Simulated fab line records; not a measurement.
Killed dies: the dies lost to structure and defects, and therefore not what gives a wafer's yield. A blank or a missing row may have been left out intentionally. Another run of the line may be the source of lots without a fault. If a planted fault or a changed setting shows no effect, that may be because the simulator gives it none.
A lot that was struck, set against a sound lot ; flow n5Finfet ; 19 steps out of a route of 1938
Sound: these wafers, L854.2, L854.3, L854.4. Struck: wafer L863.4 (L863.3, L863.5, from the same lot, were not struck and are left out); the cause is given at the end.
At each step with rows: each side's tool, then ch and its chambers, then its first start. Under that, the readings that differ: sound wafers ; struck wafers ; difference of the means ; sigmas: that difference in standard deviations of wafers without a fault.
alike: same words and numbers on both sides, and readings whose means sit less than 2 such deviations apart. not compared: any withheld reading, any reading some wafer has no value for, any bound like >300 that may hide the same value, and any number with overlapping values for which the record gives no deviation.
A row with sigmas, a row that says differs or no value, or rows on one side alone: a step with any of these is where the two part. Numbers that have no deviation but don't overlap get no sigmas and don't part them. A reading missing from all wafers of one side parts the sides only when that side holds two or more wafers.

N5_MIM_BOT_SPUTTER_00: material TiN, target thk 35 nm, time 89.7 s.
  sound on pvdSputter-02, day 12 23:10; struck on pvdSputter-01, day 16 02:28
  alike: throttleValvePct
then, 1 step without rows for these wafers: N5_MIM_TOP_ALD_00 (deposits Al2O3, purge time 3 s, co reactant pulse time 3 s).
N5_MIM_TOP_ALD_01: deposits HfO2, target thk 5.6 nm, pulse time 1 s, purge time 3 s.
  sound on aldHk-01 ch 0,1,2; struck on aldHk-02 ch 0
  alike: precursorPulseHeightRel
N5_MIM_TOP_ALD_02: deposits Al2O3, purge time 3 s, co reactant pulse time 3 s.
  sound on aldHk-01 ch 0,1,2; struck on aldHk-02 ch 0
  alike: precursorPulseHeightRel
N5_MIM_TOP_DEGAS_04: time 60 s.
  sound on pvdSputter-01, day 13 04:37; struck on pvdSputter-03, day 16 03:07
  alike: heaterPowerW
then, 7 steps without rows for these wafers: N5_MIM_TOP_SPUTTER_03 (material TiN, target thk 35 nm, time 89.7 s); N5_MIM_TOP_LITHO_HMDS_01 (time 60 s); N5_MIM_TOP_LITHO_COAT_02; N5_MIM_TOP_LITHO_EBR_04; N5_MIM_TOP_LITHO_SOFTBAKE_03 (time 90 s); N5_MIM_TOP_LITHO_EXPOSE_05 (exposes mask MIM TOP, target cd 2000 nm); N5_MIM_TOP_LITHO_PEB_06.
N5_MIM_TOP_LITHO_DEVELOP_07: develop time 60 s.
  sound on lithoTrack-05 ch 0, day 13 05:04; struck on lithoTrack-05 ch 0, day 16 03:34
  alike: exhaustPa
then, 1 step without rows for these wafers: N5_MIM_TOP_LITHO_HARDBAKE_09 (time 120 s).
N5_MIM_TOP_LITHO_CD_MEAS_08: target cd 2000 nm.
  sound on cdSem-01 ch 0, day 13 05:10; struck on cdSem-03 ch 0, day 16 03:40
reading;sound;struck;difference;sigmas
cdNm (nm);2000.1 2000.4 1999.9;2012.5;+12.4;+8
N5_MIM_TOP_LITHO_OVL_MEAS_11:
  sound on overlay-02 ch 0, day 13 05:12; struck on overlay-02 ch 0, day 16 03:42
  alike: MIM_TOP_OVL
N5_MIM_TOP_LITHO_INSPECT_12: inspects for defects (macro).
  sound on defectInspect-01, day 13 05:14; struck on defectInspect-02, day 16 03:44
  alike: rawDefectCount
N5_MIM_TOP_LITHO_DESCUM_10: chemistry O2, time 7.9 s.
  sound on rieDiel-04 ch 0,1,2, day 13 05:16; struck on rieDiel-05 ch 0, day 16 03:55
reading;sound;struck;difference;sigmas
oesProductAu (a.u.);0.81 0.83 1.02;0.70;-0.19;-2
rfHoursCounterH (h);100 86 1;226;+164;
model.MIM_TOP_LITHO.cdNm (nm);2000 2000 2000;2012;+12;
  alike: drypumpMotorCurrentA, rfVppV, showerheadPlenumPTorr, throttleValvePct
N5_MIM_TOP_ETCH_ETCH_00: etches TiN in Cl2/BCl3, target depth 38.5 nm.
  sound on rieMetal-01 ch 0,1, day 13 05:22; struck on rieMetal-03 ch 1, day 16 04:03
  alike: biasW, drypumpMotorCurrentA, oes_ar_750_au, oesProductAu, throttleValvePct
  not compared: rfHoursCounterH

== WHERE THEY PART ==
At N5_MIM_TOP_LITHO_CD_MEAS_08 first; at N5_MIM_TOP_LITHO_DESCUM_10 last (within this record only). Later steps at which nothing parts them and some readings are alike: N5_MIM_TOP_ETCH_ETCH_00.

WHY: the cause the simulator had injected
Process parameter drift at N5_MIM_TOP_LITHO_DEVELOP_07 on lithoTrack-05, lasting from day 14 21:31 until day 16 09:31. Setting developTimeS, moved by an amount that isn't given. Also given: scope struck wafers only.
